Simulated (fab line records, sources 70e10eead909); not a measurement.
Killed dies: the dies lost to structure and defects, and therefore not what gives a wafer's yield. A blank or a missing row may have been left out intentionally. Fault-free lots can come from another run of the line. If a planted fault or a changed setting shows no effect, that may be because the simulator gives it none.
fab line records    flow nandHarc
record: lots: 13  wafers: 39  lastDay: 24
route steps=1159 shown P_ZERO_WELL@12 P_GATE@185 P_CONTACT@219 P_M0@270
lots that met no fault: from a run of the same line without faults
startH: hours from the record's first day to the start of the lot's first wafer shown    waitH: hours since the lot's step before    " unchanged from the row above    L1.1+2: a single row standing in for several wafers    - no value, or no start given    * or withheld: withheld    < > ~ a bound
route shown NAME@n: a module of which the file shows steps, and the number in the route of the first    usual: mean/standard deviation of fault-free wafers    same: alike in all rows    chamber/n: place in a boat    sites: per-site readings    _std_site: standard deviation across them    _edge_site: the outer-site mean with the inner-site mean subtracted    radiusMm: for every site, how far away it sits from the centre of the wafer    mask NAME#n: copy n    behind: the tool/chamber that last shaped the wafer    hold: the reason the lot was held/the length of the hold in hours/how it ended    device: which transistor (n, p or np) failed to switch    end of line: the route-end tests of the same wafers    step lacking rows: just its recipe    killed: at the first sort, the dies lost to defects and structure; wafer yield is something else    map: a wafer's dies, marking killed ones x, the rest . and places with no die _
set.NAME: setting as actually run; set.NAME@STEP: the setting as run at that earlier step    model.NAME: the simulator's own value behind a step, which no gauge read
one table for each step of the route and one row for each wafer, over a sample of lots
services: from which hour (startH, from the record's first day; less than 0 if before it) a tool's chamber was out of use, for how many hours, and why
== steps ==
step: NHARC_P_ZERO_WELL_PEB_09
recipe: pebTempC: 128  pebTimeS: 80
usual: exhaustPa: 44.8/1.1  plateTempC: 128.00/0.13
same: pebTimeS: 80
lot.wafer  tool           chamber  startH  waitH  exhaustPa  plateTempC
L751.1     lithoTrack-05  0        13.06   0.1    46.0       128.09
L751.2     "              0        "       "      45.4       128.16
L751.4     "              0        "       "      46.4       128.07
L752.1     lithoTrack-03  0        19.04   0.1    43.7       128.03
L752.4     "              0        "       "      44.5       128.04
L752.6     "              0        "       "      43.2       127.99
L753.1     lithoTrack-05  0        25.03   0.1    44.3       127.91
L753.4     "              0        "       "      43.6       127.90
L753.6     "              0        "       "      43.4       127.71
L754.4     lithoTrack-02  0        31.04   0.0    44.1       128.29
L754.5     "              0        "       "      45.1       128.14
L754.6     "              0        "       "      45.1       128.06
L755.2     lithoTrack-02  0        37.16   0.1    45.0       128.18
L755.4     "              0        "       "      44.3       127.85
L755.6     "              0        "       "      45.5       127.90
L756.3     lithoTrack-02  0        43.15   0.1    44.6       128.18
L756.4     "              0        "       "      45.5       128.15
L756.5     "              0        "       "      44.1       128.18
L757.3     lithoTrack-02  0        49.39   0.1    44.7       128.06
L757.4     "              0        "       "      42.5       128.03
L757.6     "              0        "       "      45.2       127.94
L758.1     lithoTrack-02  0        55.15   0.1    44.3       128.00
L758.4     "              0        "       "      44.4       128.08
L758.5     "              0        "       "      43.7       127.93
L759.1     lithoTrack-05  0        61.15   0.1    47.4       128.09
L759.5     "              0        "       "      46.7       128.09
L759.6     "              0        "       "      46.8       128.11
L763.2     lithoTrack-02  0        85.03   0.1    44.9       128.70
L763.5     "              0        "       "      45.0       128.73
L763.6     "              0        "       "      45.6       128.66
L765.2     lithoTrack-02  0        97.04   0.1    44.8       128.86
L765.4     "              0        "       "      46.5       128.65
L765.5     "              0        "       "      44.6       128.74
L766.1     lithoTrack-02  0        103.36  0.1    44.0       128.63
L766.4     "              0        "       "      44.7       128.81
L766.5     "              0        "       "      46.2       128.55
L773.3     lithoTrack-05  0        145.16  0.1    44.6       127.82
L773.4     "              0        "       "      44.5       128.01
L773.5     "              0        "       "      45.6       127.92
step: NHARC_P_GATE_CD_MEAS_59
recipe: targetCdNm: 720  landingEnergyEv: 500
usual: cdNm: 720.1/1.8
lot.wafer  tool      chamber  startH  waitH  cdNm
L752.1     cdSem-01  0        103.34  -      721.8
L752.4     "         0        "       "      718.3
L752.6     "         0        "       "      720.0
L751.1     cdSem-03  0        104.15  -      718.3
L751.2     "         0        "       "      721.1
L751.4     "         0        "       "      719.4
L754.4     cdSem-01  0        121.89  -      718.2
L754.5     "         0        "       "      718.7
L754.6     "         0        "       "      717.1
L755.2     cdSem-01  0        123.78  -      719.6
L755.4     "         0        "       "      718.5
L755.6     "         0        "       "      718.4
L753.1     cdSem-02  0        128.17  -      716.0
L753.4     "         0        "       "      720.5
L753.6     "         0        "       "      717.7
L757.3     cdSem-01  0        133.08  -      718.0
L757.4     "         0        "       "      717.0
L757.6     "         0        "       "      717.5
L756.3     cdSem-01  0        133.46  -      717.4
L756.4     "         0        "       "      718.7
L756.5     "         0        "       "      717.3
L758.1     cdSem-03  0        149.48  -      717.3
L758.4     "         0        "       "      723.2
L758.5     "         0        "       "      719.6
L759.1     cdSem-03  0        151.83  -      719.0
L759.5     "         0        "       "      718.7
L759.6     "         0        "       "      718.5
L763.2     cdSem-01  0        181.53  -      721.4
L763.5     "         0        "       "      722.5
L763.6     "         0        "       "      723.0
L765.2     cdSem-02  0        191.79  -      720.8
L765.4     "         0        "       "      718.4
L765.5     "         0        "       "      719.4
L766.1     cdSem-02  0        198.70  -      721.8
L766.4     "         0        "       "      722.0
L766.5     "         0        "       "      720.8
L773.3     cdSem-02  0        233.19  -      722.3
L773.4     "         0        "       "      720.0
L773.5     "         0        "       "      721.2
step: NHARC_P_CONTACT_CMP_01
recipe: targetThkNm: 200  material: SiO2
usual: motorCurrentA: 12.4/1.2  slurryFilterDpKPa: 13.49/0.13
lot.wafer  tool    chamber  startH  waitH  motorCurrentA  slurryFilterDpKPa
L752.1     cmp-02  3        109.02  -      10.7           13.42
L752.4     "       2        "       "      12.2           13.72
L752.6     "       0        "       "      13.2           13.28
L751.4     cmp-04  0        110.72  -      12.2           13.29
L751.1     "       1        "       "      11.3           13.36
L751.2     "       2        "       "      14.4           13.80
L754.4     cmp-01  3        127.37  -      13.6           13.43
L754.5     "       2        "       "      12.8           13.29
L754.6     "       3        "       "      13.6           13.53
L755.4     cmp-01  0        129.39  -      10.4           13.62
L755.2     "       1        "       "      13.5           13.48
L755.6     "       0        "       "      10.9           13.39
L753.1     cmp-01  3        133.65  -      12.8           13.45
L753.4     "       2        "       "      12.4           13.37
L753.6     "       3        "       "      13.7           13.23
L757.4     cmp-02  2        138.81  -      11.8           13.54
L757.3     "       3        "       "      10.2           13.47
L757.6     "       1        "       "      12.7           13.50
L756.4     cmp-04  1        139.92  -      11.8           13.45
L756.3     "       2        "       "      14.5           13.46
L756.5     "       0        "       "      12.6           13.46
L758.1     cmp-02  2        155.12  -      12.6           13.34
L758.4     "       3        "       "      9.9            13.39
L758.5     "       0        "       "      12.1           13.46
L759.1     cmp-02  2        157.29  -      12.0           13.67
L759.6     "       2        "       "      12.2           13.39
L759.5     "       3        "       "      10.5           13.65
L763.2     cmp-01  0        187.08  -      10.5           13.49
L763.6     "       0        "       "      10.1           13.53
L763.5     "       1        "       "      13.4           13.56
L765.4     cmp-01  0        197.78  -      10.8           13.61
L765.2     "       1        "       "      13.5           13.52
L765.5     "       3        "       "      13.6           13.52
L766.1     cmp-01  0        204.23  -      11.2           13.55
L766.4     "       2        "       "      13.3           13.55
L766.5     "       1        "       "      12.9           13.44
L773.4     cmp-04  2        238.85  -      14.9           13.78
L773.3     "       0        "       "      11.8           13.50
L773.5     "       2        "       "      14.8           13.43
step: NHARC_P_M0_STRIP_18
recipe: powerW: 1000  n2FlowSccm: 150  h2FlowSccm: 150  arFlowSccm: 0  biasW: 0  chemistry: N2/H2
usual: drypumpMotorCurrentA: 5.7/0.4  oesProductAu: 1.002/0.0098  rfVppV: 90.5/1.1  showerheadPlenumPTorr: 2.02/0.092  throttleValvePct: 14.170/0.01
lot.wafer  tool        chamber  startH  waitH  drypumpMotorCurrentA  oesProductAu  rfHoursCounterH  rfVppV  showerheadPlenumPTorr  throttleValvePct
L752.4     rieDiel-05  1        120.04  0.1    5.6                   1.001         9                92.6    2.01                   14.168
L752.1     "           3        "       "      6.4                   0.994         9                91.3    1.91                   14.183
L752.6     "           0        "       "      5.5                   0.985         -                92.7    2.16                   14.160
L751.2     rieDiel-05  1        120.61  0.1    5.6                   1.010         9                91.0    2.01                   14.172
L751.1     "           3        "       "      6.4                   1.013         9                87.8    1.91                   14.159
L751.4     "           0        "       "      5.5                   1.006         8                89.9    2.16                   14.154
L754.4     rieDiel-10  0        133.11  0.1    5.4                   0.999         10               89.3    2.02                   14.162
L754.5     "           3        "       "      6.3                   0.994         -                90.0    2.04                   14.164
L754.6     "           0        "       "      5.4                   1.008         -                90.5    2.02                   14.172
L755.2     rieDiel-05  2        138.21  0.1    5.8                   0.995         10               91.2    1.95                   14.180
L755.4     "           3        "       "      6.4                   0.998         10               89.9    1.91                   14.165
L755.6     "           1        "       "      5.6                   1.010         -                90.5    2.01                   14.179
L753.1     rieDiel-10  0        141.87  0.1    5.4                   0.998         10               92.4    2.02                   14.167
L753.4     "           2        "       "      5.9                   1.010         9                89.2    2.06                   14.159
L753.6     "           0        "       "      5.4                   0.996         -                89.7    2.02                   14.173
L757.4     rieDiel-05  2        144.81  0.1    5.8                   0.998         11               89.7    1.95                   14.177
L757.3     "           3        "       "      6.4                   0.994         10               89.6    1.91                   14.166
L757.6     "           3        "       "      6.4                   0.998         -                89.7    1.91                   14.159
L756.3     rieDiel-05  0        145.63  0.1    5.5                   1.006         9                91.2    2.16                   14.179
L756.4     "           1        "       "      5.6                   1.013         11               90.6    2.01                   14.179
L756.5     "           3        "       "      6.4                   1.008         -                88.6    1.91                   14.171
L758.4     rieDiel-10  2        162.27  0.1    5.8                   1.015         11               91.5    2.06                   14.168
L758.1     "           0        "       "      5.4                   1.011         12               89.4    2.02                   14.163
L758.5     "           2        "       "      5.8                   1.017         -                91.0    2.06                   14.161
L759.1     rieDiel-03  1        163.57  0.1    5.9                   1.026         9                89.2    1.91                   14.183
L759.6     "           0        "       "      5.3                   0.970         -                91.6    2.07                   14.174
L759.5     "           1        "       "      5.9                   1.025         -                91.3    1.91                   14.168
L763.2     rieDiel-03  3        196.35  0.1    5.7                   1.006         10               90.8    1.98                   14.160
L763.6     "           2        "       "      5.0                   0.996         -                90.7    1.90                   14.189
L763.5     "           3        "       "      5.7                   1.012         -                89.0    1.98                   14.169
L765.2     rieDiel-05  3        214.08  0.1    6.4                   1.010         3                90.1    1.90                   14.170
L765.4     "           0        "       "      5.5                   1.005         2                91.9    2.16                   14.169
L765.5     "           0        "       "      5.5                   1.006         -                91.1    2.16                   14.190
L766.1     rieDiel-10  2        215.03  0.1    5.9                   0.993         4                91.8    2.06                   14.152
L766.4     "           3        "       "      6.3                   1.005         3                88.7    2.04                   14.178
L766.5     "           1        "       "      5.1                   1.018         -                93.1    2.18                   14.177
L773.4     rieDiel-10  1        247.84  0.1    5.2                   1.007         7                89.8    2.18                   14.185
L773.3     "           2        "       "      5.9                   0.990         6                91.0    2.06                   14.169
L773.5     "           1        "       "      5.2                   1.021         -                91.1    2.18                   14.180
== services ==
tool           chamber  startH  hours  kind
lithoTrack-02  -        -10.00  7.0    pm
rieDiel-10     -        -0.50   9.0    pm
cmp-04         -        7.08    4.0    pm
cmp-02         -        30.50   4.0    pm
cmp-02         -        40.55   1.8    repair
rieDiel-05     0        48.21   12.5   repair
lithoTrack-05  -        62.00   7.0    pm
cmp-01         -        78.54   3.2    repair
cmp-01         -        81.75   4.0    pm
rieDiel-10     -        85.42   0.1    repair
cmp-01         -        86.07   0.6    repair
rieDiel-10     3        104.03  17.4   repair
cmp-04         -        105.08  4.0    pm
cmp-02         -        128.50  4.0    pm
rieDiel-10     0        147.71  6.0    repair
rieDiel-05     -        163.60  9.0    pm
lithoTrack-02  -        165.00  7.0    pm
rieDiel-10     -        176.50  9.0    pm
cmp-01         -        179.75  4.0    pm
rieDiel-05     0        188.23  3.9    repair
cmp-04         -        203.08  4.0    pm
cmp-02         -        226.50  4.0    pm
lithoTrack-05  -        237.00  7.0    pm
cmp-01         -        238.03  2.6    repair
== key ==
firstSign: step: NHARC_P_ZERO_WELL_PEB_09  reading: plateTempC  direction: up  sigmas: 5.5  usual: *  struck: *
effect none on later readings
metAt NHARC_P_ZERO_WELL_PEB_09
struckLots L763,L765,L766
testerLeftOut L763,L765,L766
loopTrim: step: NHARC_P_ZERO_WELL_EXPOSE_08  setting: dose  lots: L765,L766
notActingAt NHARC_P_GATE_CD_MEAS_59,NHARC_P_CONTACT_CMP_01,NHARC_P_M0_STRIP_18
onsetBetween 55.15 85.03
fault: kind: processParameterDrift  tool: lithoTrack-02  chamber: -  onsetH: 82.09  steps: NHARC_P_ZERO_WELL_PEB_09  channel: pebTempC  offset: *  shape: step  endH: 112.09  actsIn: *  stated: *
testerLeftOut: of these lots the tester's yield and bins aren't shown, on N5 and GAA mostly nor the transistor test; their killed dies are dies lost to structure and defects alone, not to doping, threshold or leakage, so they don't give the yield
loopTrim: a control loop set the setting to another value than it would have without faults
